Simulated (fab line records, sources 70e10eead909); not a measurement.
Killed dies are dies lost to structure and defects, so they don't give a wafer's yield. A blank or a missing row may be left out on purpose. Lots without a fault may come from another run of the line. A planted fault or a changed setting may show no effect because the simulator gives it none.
Which tool did it? | flow nand_harc | 12 lots, 36 wafers sampled, at 2 steps of a route of 1159

WHAT THE GAUGES READ, wafer by wafer
NHARC_A_M0_OVL_MEAS_10: pitch 160 nm.
lot  | measured     | on         | overlay_x_nm (nm)
L078 | day 17 22:28 | overlay-02 | -1.0 -0.2 -0.8
L076 | day 18 03:13 | overlay-01 | 0.8 0.3 0.1
L079 | day 18 07:08 | overlay-02 | -0.1 -0.4 -0.5
L081 | day 19 10:25 | overlay-02 | 0.3 0.2 -0.3
L083 | day 20 09:05 | overlay-01 | 0.6 1.0 0.7
L084 | day 20 20:11 | overlay-01 | 0.0 0.3 0.9
L088 | day 21 04:55 | overlay-01 | -0.6 -0.3 -0.4
L089 | day 21 14:12 | overlay-02 | -0.2 0.2 0.1
L092 | day 22 07:22 | overlay-01 | -0.1 -0.5 -0.3
L091 | day 22 08:03 | overlay-01 | 1.3 1.2 1.4
L093 | day 22 14:50 | overlay-02 | 0.1 0.9 0.3
L097 | day 23 11:14 | overlay-02 | 0.1 -0.1 0.1

WHICH TOOL RAN EACH LOT (tool, then ch and the chambers of the sampled wafers, then the start)
lot  | NHARC_A_BLC_STRIP_29
L078 | rie_diel-10 ch 0,2, day 17 19:34
L076 | rie_diel-10 ch 0,1,3, day 17 21:39
L079 | rie_diel-02 ch 1,2,3, day 18 04:13
L081 | rie_diel-02 ch 0,2,3, day 19 07:24
L083 | rie_diel-10 ch 1,2,3, day 19 17:55
L084 | rie_diel-10 ch 0,2,3, day 20 05:10
L088 | rie_diel-08 ch 0,3, day 20 22:48
L089 | rie_diel-10 ch 0,1,3, day 21 06:31
L092 | rie_diel-10 ch 1,3, day 22 00:22
L091 | rie_diel-10 ch 0,2, day 22 01:21
L093 | rie_diel-08 ch 0,1,2, day 22 11:50
L097 | rie_diel-08 ch 0,1, day 23 04:32
- NHARC_A_BLC_STRIP_29: strips in CF4.

THE ANSWER, worked out from the rows above alone
Rule: what is usual is taken from the lots themselves. Put in order of their means at a reading, lots are off if they are a third of the lots or fewer, leave a main group of 4 or more, and stand apart from it by a gap of 3 or more times the standard deviation of the main group's means; of several such gaps the widest counts. A main group whose means are all the same, to the digits that the tables above print for the reading, isn't used. A lot without any number at a reading at which 4 lots or more have one is off too. The other lots that the step has rows for count as sound.
No lot is off at any reading shown: from this, nothing can be told.

WHAT THE SIMULATOR HAD PUT IN
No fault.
